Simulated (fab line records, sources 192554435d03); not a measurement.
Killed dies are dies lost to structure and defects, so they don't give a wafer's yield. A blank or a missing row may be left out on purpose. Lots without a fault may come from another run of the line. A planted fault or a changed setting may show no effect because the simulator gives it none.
Problem report in the 8D (eight disciplines) form, filled by code | flow n5_finfet | the parts of the form that need people (team, actions taken, sign-off) are left out

1. THE PROBLEM
killed_at_M0_to_M3 at N5_PASSIVATION_PROBE_49 reads a mean of 121 on 6 wafers of 2 lots; wafers without a fault read 36 with a standard deviation of 10. That is +8.5 standard deviations from the usual mean.
First seen on wafer L101.3, day 15 09:31, on prober-02. The record holds 7 wafers of 3 lots with a number at this step. Rule for "out", or "out of limits": more than 4 standard deviations from the usual mean. The other wafers with a number count as sound.

2. WHAT IT IS AND WHAT IT IS NOT
question                    | is                     | is not
which readings at this step | killed_at_M0_to_M3     | killed_at_M4_up, killed_at_contacts, killed_at_other, killed_open, killed_short, sort_bin_4_leakage
which lots                  | L100, L101             | L111
which wafers of those lots  | all that have a number | -
read on which tools         | prober-01, prober-02   | -
when                        | from day 15 09:31      | up to then (0 sound wafers); but 1 sound wafer of L111 came after

3. SUSPECTS, AND WHAT RULES EACH OUT
Counting: a tool at a process step up to the reading stays a suspect if it ran every lot that is out and no sound lot after the first of them.
- pvd_sputter-02 at N5_BEOL_M3_SPUTTER_94 (material Cu, target thk 4.5 nm, time 8.29 s): kept. It ran every lot that is out, first L101 (day 10 00:21), and no sound lot after that.
Left after counting: pvd_sputter-02 at N5_BEOL_M3_SPUTTER_94.

4. THE CAUSE (what the simulator had put in)
Chamber particle source: pvd_sputter-02, from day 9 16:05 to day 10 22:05, at N5_BEOL_M3_SPUTTER_94. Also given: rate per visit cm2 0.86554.
Counting left only this tool.

5. THE CHAIN OF EFFECTS, in route order
Each row: a reading whose mean over the struck wafers that have a number lies more than 3 standard deviations from the usual. Only readings for which the record gives a usual standard deviation are gone through. hours: the time from each lot's start at the first step in this table that gives one to its start at this step, as a median over the lots. sigmas: the change in usual standard deviations.
hours | step                    | reading              | usual  | on struck wafers | change | sigmas
0     | N5_PASSIVATION_PROBE_49 | defect_limited_yield | 91.3 % | 84.1             | -7.2   | -5.1
0     | N5_PASSIVATION_PROBE_49 | killed_at_M0_to_M3   | 36     | 121              | +85    | +8.5
0     | N5_PASSIVATION_PROBE_49 | killed_dies          | 103    | 187              | +84    | +5.3
0     | N5_PASSIVATION_PROBE_49 | sort_bin_5_function  | 5.1 %  | 9.6              | +4.5   | +4.9
0     | N5_PASSIVATION_PROBE_49 | sort_n_pass          | 1077   | 985              | -92    | -5.4
0     | N5_PASSIVATION_PROBE_49 | sort_yield_pct       | 91.2 % | 83.5             | -7.8   | -5.5
The process steps in it:
- N5_PASSIVATION_PROBE_49

6. WHAT WOULD HAVE CAUGHT IT SOONER
In this record the first reading out of limits was taken at day 15 09:31, 137 hours after the fault began at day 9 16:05.
Of the tool readings at N5_BEOL_M3_SPUTTER_94 for which the record gives a usual standard deviation, none was out on any struck wafer, so an alarm limit of 4 standard deviations on them would not have fired.
All the lots that are out (2) had begun N5_BEOL_M3_SPUTTER_94 on pvd_sputter-02 by day 15 09:31. A hold on the tool at that time would have spared none of them.
